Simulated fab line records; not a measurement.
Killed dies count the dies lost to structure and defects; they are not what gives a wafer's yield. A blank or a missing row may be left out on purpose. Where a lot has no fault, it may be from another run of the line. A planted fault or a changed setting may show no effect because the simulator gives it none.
fab line records	flow nand-harc	part 2 of 2: steps 5 to 6 of 6
record lots=24	wafers=72	last-day=33
route steps=1302 shown A_CONTACT@1040
lots with no fault: from the same line, run without faults
start-h: hours from the record's first day to the start of the lot's first wafer shown	wait-h: hours elapsed since this lot's preceding step	" same as the row above	L1.1+2: a single row standing in for several wafers	- value missing, or start not given	* or withheld: withheld	< > ~ a bound
route shown NAME@n: a module of which the file shows steps, and the number in the route of the first	usual: average and standard deviation across the fault-free wafers	same: alike in all rows	chamber/n: place in a boat	sites: readings site by site	_std_site: the standard deviation of these	_edge_site: mean of outer sites minus mean of inner sites	radius-mm: how far each site lies from the wafer's centre	mask NAME#n: copy n	behind: the most recent tool/chamber to have shaped the wafer	hold: cause of the lot's hold/its duration in hours/its outcome	device: the transistor (n, p or np) that didn't switch	end of line: the route-end tests of the same wafers	a step with no rows: only its recipe	killed: dies lost to structure and defects at the first sort, not the wafer's yield	map: a wafer's dies, marking killed ones x, the rest . and places with no die _
set.NAME: the setting the step ran with; set.NAME@STEP: the setting that earlier step ran with	model.NAME: the simulator's own value behind a step, which no gauge read
the route's steps for a sample of lots (tables are steps, rows are wafers)
services: when a tool's chamber went out of use (start-h, in hours from the record's first day, below 0 if earlier), for how many hours, and the reason
## steps
# step NHARC_A_CONTACT_DEP_85
# recipe target-thk-a=600	target-thk-nm=60	temp-c=400	pressure-torr=3.5	flow-sccm=200	rf-w=350	material=SiON
# usual heater-power-w=812/120	rf-fwd-power-W=348.5/1.2
lot.wafer	tool	chamber	start-h	wait-h	heater-power-w	rf-fwd-power-W
L074.2	pecvd-02	0	509.03	1.2	948	351.1
L074.3	"	1	"	"	815	349.0
L074.5	"	2	"	"	769	348.1
L075.2	pecvd-04	0	512.08	1.2	762	346.6
L075.3	"	2	"	"	974	348.2
L075.5	"	0	"	"	762	346.7
L076.3	pecvd-02	2	520.63	0.9	685	348.0
L076.6	"	2	"	"	674	349.6
L076.5	"	0	"	"	859	350.7
L077.2	pecvd-04	1	549.75	1.2	792	349.3
L077.6	"	1	"	"	798	348.7
L077.4	"	0	"	"	681	347.0
L079.2	pecvd-04	2	553.14	1.2	937	348.8
L079.5	"	1	"	"	864	349.4
L079.6	"	2	"	"	945	348.5
L078.3	pecvd-04	1	558.43	1.0	749	346.8
L078.4	"	2	"	"	916	347.7
L078.5	"	2	"	"	914	347.5
L080.3	pecvd-03	2	570.98	0.9	853	347.4
L080.4	"	1	"	"	898	348.1
L080.6	"	2	"	"	846	348.5
L082.2	pecvd-03	0	592.65	1.2	567	349.4
L082.4	"	2	"	"	830	349.3
L082.5	"	0	"	"	568	346.9
L081.2	pecvd-03	1	594.15	1.4	991	346.7
L081.6	"	0	"	"	672	349.4
L081.4	"	2	"	"	715	346.6
L084.3	pecvd-04	0	598.41	0.9	760	347.8
L084.4	"	1	"	"	879	348.7
L084.6	"	0	"	"	780	348.5
L083.3	pecvd-04	1	599.75	0.9	842	347.3
L083.2	"	2	"	"	860	348.4
L083.4	"	1	"	"	870	348.9
L085.3	pecvd-02	0	625.85	1.0	825	348.1
L085.2	"	1	"	"	916	349.9
L085.5	"	1	"	"	908	350.1
L086.5	pecvd-03	0	627.48	0.4	659	350.3
L086.4	"	1	"	"	938	349.0
L086.6	"	2	"	"	796	347.1
L088.3	pecvd-02	2	642.64	0.9	702	348.5
L088.2	"	0	"	"	809	348.7
L088.6	"	0	"	"	829	349.2
L087.3	pecvd-04	2	644.38	0.9	1013	347.5
L087.6	"	1	"	"	799	349.0
L087.4	"	2	"	"	1018	348.8
L089.3	pecvd-03	1	645.61	0.9	927	349.8
L089.2	"	0	"	"	572	350.0
L089.4	"	0	"	"	576	349.9
L090.4	pecvd-04	2	670.25	0.7	992	345.5
L090.5	"	0	"	"	670	349.4
L090.6	"	1	"	"	867	347.2
L091.3	pecvd-03	1	674.47	0.9	953	348.6
L091.5	"	0	"	"	558	347.5
L091.4	"	2	"	"	777	348.4
L093.1	pecvd-04	0	686.53	1.4	731	348.0
L093.5	"	0	"	"	745	348.5
L093.6	"	2	"	"	910	349.5
L092.3	pecvd-03	1	690.13	0.9	836	349.7
L092.5	"	2	"	"	753	350.9
L092.4	"	0	"	"	598	349.5
L094.3	pecvd-04	2	700.60	0.9	948	347.4
L094.1	"	0	"	"	763	349.7
L094.6	"	0	"	"	770	348.4
L095.1	pecvd-03	1	717.19	1.4	926	349.7
L095.5	"	0	"	"	642	347.1
L095.4	"	1	"	"	956	349.6
L097.1	pecvd-03	2	723.00	1.5	757	348.7
L097.3	"	0	"	"	605	347.8
L097.5	"	0	"	"	613	349.1
L096.2	pecvd-02	0	728.68	1.2	948	349.0
L096.4	"	0	"	"	966	347.9
L096.5	"	1	"	"	868	350.3
# step NHARC_A_CONTACT_ETCH_88
# recipe target-depth-a=390	over-etch-frac=0.3	time-s=65	ion-energy-ev=80	cf4-flow-sccm=150	ar-flow-sccm=0	rf-w=300	bias-w=100	chemistry=CF4
# usual chamber-pressure-mTorr=50.00/0.043	drypump-motor-current-A=5.8/0.52	oes-product-au=1.004/0.012	rf-fwd-power-W=297.2/0.95	rf-vpp-V=151.0/1.4	showerhead-plenum-p-Torr=1.75/0.086	throttle-valve-pct=13.283/0.0087
lot.wafer	tool	chamber	start-h	wait-h	chamber-pressure-mTorr	drypump-motor-current-A	oes-product-au	rf-fwd-power-W	rf-hours-counter-h	rf-vpp-V	showerhead-plenum-p-Torr	throttle-valve-pct
L074.2	rie-diel-13	3	510.03	0.1	50.04	5.2	1.016	296.3	25	151.1	1.68	13.283
L074.3	"	1	"	"	49.98	5.2	0.990	296.5	26	151.0	1.66	13.280
L074.5	"	0	"	"	50.03	6.5	0.992	297.3	-	153.2	1.87	13.284
L075.2	rie-diel-13	3	513.02	0.1	49.98	5.2	1.008	297.5	25	151.9	1.68	13.284
L075.3	"	1	"	"	50.02	5.1	0.989	296.7	27	149.8	1.66	13.288
L075.5	"	0	"	"	50.10	6.5	1.005	296.2	-	152.3	1.87	13.289
L076.3	rie-diel-10	2	523.48	0.1	50.05	5.5	1.030	299.2	29	152.5	1.90	13.295
L076.6	"	3	"	"	50.02	6.2	1.029	295.1	-	150.8	1.78	13.303
L076.5	"	0	"	"	50.07	6.3	1.021	296.9	-	150.7	1.74	13.276
L077.2	rie-diel-13	1	550.63	0.1	50.04	5.1	1.000	297.1	4	150.8	1.66	13.281
L077.4	"	2	"	"	50.02	5.9	1.000	298.0	5	150.0	1.68	13.291
L077.6	"	0	"	"	50.02	6.5	1.005	297.7	-	152.0	1.87	13.286
L079.2	rie-diel-13	3	554.32	0.4	49.96	5.1	0.996	298.0	6	153.5	1.68	13.291
L079.6	"	3	"	"	49.96	5.2	0.995	297.6	-	148.8	1.68	13.267
L079.5	"	0	"	"	50.01	6.5	0.992	298.3	-	152.6	1.87	13.278
L078.4	rie-diel-13	2	559.30	0.1	49.91	5.9	0.993	297.5	6	151.1	1.68	13.278
L078.3	"	3	"	"	49.98	5.1	1.004	295.1	6	150.6	1.68	13.270
L078.5	"	2	"	"	49.98	5.9	0.993	297.6	-	150.8	1.68	13.288
L080.3	rie-diel-10	3	571.92	0.1	49.98	6.2	1.010	295.7	44	150.9	1.78	13.272
L080.4	"	0	"	"	50.02	6.3	1.002	298.4	46	152.2	1.73	13.298
L080.6	"	3	"	"	49.97	6.2	1.013	296.9	-	151.2	1.78	13.287
L082.2	rie-diel-13	1	593.68	0.1	49.94	5.2	0.990	296.8	12	148.6	1.65	13.279
L082.4	"	3	"	"	50.05	5.1	0.989	295.5	12	149.7	1.68	13.291
L082.5	"	2	"	"	49.93	5.9	0.997	297.3	-	150.1	1.68	13.300
L081.4	rie-diel-13	2	595.12	0.1	49.97	5.9	0.999	298.3	13	150.0	1.68	13.289
L081.2	"	1	"	"	49.97	5.2	0.993	296.6	13	147.6	1.66	13.286
L081.6	"	2	"	"	49.98	5.9	1.002	297.0	-	149.9	1.68	13.281
L084.3	rie-diel-11	1	599.22	0.1	50.01	6.4	1.019	294.7	49	151.9	1.79	13.292
L084.4	"	2	"	"	49.98	5.6	1.006	296.9	46	149.6	1.68	13.291
L084.6	"	1	"	"	50.03	6.4	1.023	296.9	-	151.6	1.79	13.267
L083.4	rie-diel-13	0	600.59	0.1	49.96	6.5	1.008	298.6	13	151.8	1.87	13.280
L083.2	"	1	"	"	50.02	5.2	1.006	297.9	13	150.3	1.65	13.275
L083.3	"	3	"	"	49.98	5.2	0.998	296.6	14	151.2	1.68	13.297
L085.3	rie-diel-11	1	626.85	0.1	49.96	6.4	1.012	295.4	0	152.1	1.78	13.281
L085.2	"	3	"	"	49.97	6.3	1.021	296.5	0	150.8	1.80	13.281
L085.5	"	0	"	"	49.98	5.3	1.017	297.5	-	153.6	1.86	13.286
L086.4	rie-diel-13	3	628.39	0.1	50.01	5.1	0.997	295.9	19	150.9	1.68	13.291
L086.5	"	3	"	"	50.02	5.2	1.002	296.3	-	149.2	1.68	13.293
L086.6	"	0	"	"	49.96	6.5	0.996	298.4	-	152.6	1.86	13.293
L088.3	rie-diel-11	3	643.67	0.1	49.97	6.3	1.007	298.4	6	151.3	1.80	13.277
L088.2	"	0	"	"	50.11	5.3	1.033	296.0	6	151.1	1.86	13.276
L088.6	"	2	"	"	49.98	5.5	1.018	298.2	-	150.8	1.68	13.285
L087.4	rie-diel-13	2	645.32	0.1	49.96	5.9	0.985	298.2	22	149.8	1.67	13.281
L087.3	"	0	"	"	50.01	6.5	0.997	298.2	21	152.1	1.86	13.276
L087.6	"	2	"	"	50.02	5.9	0.983	297.8	-	149.8	1.67	13.276
L089.2	rie-diel-13	1	646.60	0.1	49.97	5.2	0.983	298.7	21	150.0	1.65	13.297
L089.4	"	2	"	"	50.04	5.9	0.992	297.4	23	149.5	1.67	13.268
L089.3	"	0	"	"	50.01	6.5	1.007	296.2	21	152.3	1.86	13.287
L090.4	rie-diel-11	1	671.05	0.1	50.01	6.4	1.014	296.5	14	151.2	1.78	13.288
L090.6	"	2	"	"	49.96	5.5	1.012	298.6	-	149.6	1.68	13.285
L090.5	"	3	"	"	49.95	6.3	1.029	297.5	-	151.7	1.79	13.283
L091.3	rie-diel-10	3	675.32	0.1	50.05	6.2	1.017	297.8	20	151.1	1.77	13.265
L091.4	"	0	"	"	50.04	6.3	1.013	296.1	22	152.4	1.73	13.314
L091.5	"	1	"	"	50.07	6.1	1.000	297.5	-	149.5	1.70	13.282
L093.1	rie-diel-11	1	687.41	0.1	50.02	6.4	1.016	296.6	22	152.2	1.78	13.277
L093.5	"	3	"	"	50.03	6.3	1.019	296.9	-	151.3	1.79	13.267
L093.6	"	0	"	"	49.98	5.3	1.032	297.4	-	152.9	1.85	13.283
L092.3	rie-diel-13	3	690.93	0.1	50.01	5.2	1.000	296.5	29	151.1	1.68	13.284
L092.4	"	0	"	"	49.96	6.5	0.992	296.9	25	152.2	1.86	13.278
L092.5	"	3	"	"	50.03	5.2	0.986	296.9	-	149.2	1.68	13.275
L094.1	rie-diel-10	1	703.33	0.2	50.02	6.1	1.001	297.4	34	150.1	1.70	13.280
L094.3	"	0	"	"	50.06	6.3	1.017	296.9	33	150.3	1.72	13.282
L094.6	"	2	"	"	49.97	5.5	1.022	296.4	-	153.8	1.88	13.280
L095.4	rie-diel-10	2	718.03	0.1	50.08	5.5	1.027	296.2	31	152.8	1.88	13.276
L095.1	"	3	"	"	49.97	6.1	1.015	297.8	35	151.6	1.76	13.282
L095.5	"	2	"	"	50.00	5.5	1.023	296.8	-	152.0	1.88	13.280
L097.3	rie-diel-13	0	724.00	0.1	49.96	6.5	1.005	296.7	4	152.5	1.86	13.290
L097.1	"	1	"	"	50.03	5.2	1.001	296.1	4	149.7	1.65	13.282
L097.5	"	3	"	"	49.94	5.2	1.004	297.9	-	151.0	1.67	13.285
L096.4	rie-diel-13	1	730.14	0.1	50.01	5.2	0.998	296.6	4	150.7	1.65	13.281
L096.2	"	0	"	"	49.98	6.5	1.003	298.4	4	152.3	1.86	13.284
L096.5	"	2	"	"	49.96	5.9	0.987	296.8	-	151.0	1.67	13.284
## services
tool	chamber	start-h	hours	kind
har-cap-etch-01	-	498.78	17.0	pm
pecvd-03	0	510.37	4.9	repair
rie-diel-13	2	515.42	8.9	repair
pecvd-04	-	516.54	1.6	repair
rie-diel-13	-	519.50	9.0	pm
pecvd-03	-	547.27	13.0	pm
har-cap-etch-03	-	551.01	1.0	repair
rie-diel-13	0	581.21	2.0	repair
rie-diel-10	2	582.99	5.5	repair
rie-diel-10	-	602.53	9.0	pm
rie-diel-11	-	614.31	9.0	pm
rie-diel-10	2	621.33	14.7	repair
pecvd-04	-	631.15	13.0	pm
rie-diel-11	1	633.94	10.6	repair
rie-diel-13	2	656.08	23.4	repair
rie-diel-13	0	658.12	8.8	repair
rie-diel-13	-	661.48	13.2	repair
har-cap-etch-02	-	680.07	1.0	repair
rie-diel-13	-	681.11	1.4	repair
rie-diel-13	-	696.50	9.0	pm
rie-diel-11	0	711.30	6.6	repair
har-cap-etch-03	-	716.22	0.6	repair
rie-diel-10	1	722.44	14.7	repair
rie-diel-11	0	722.45	6.6	repair
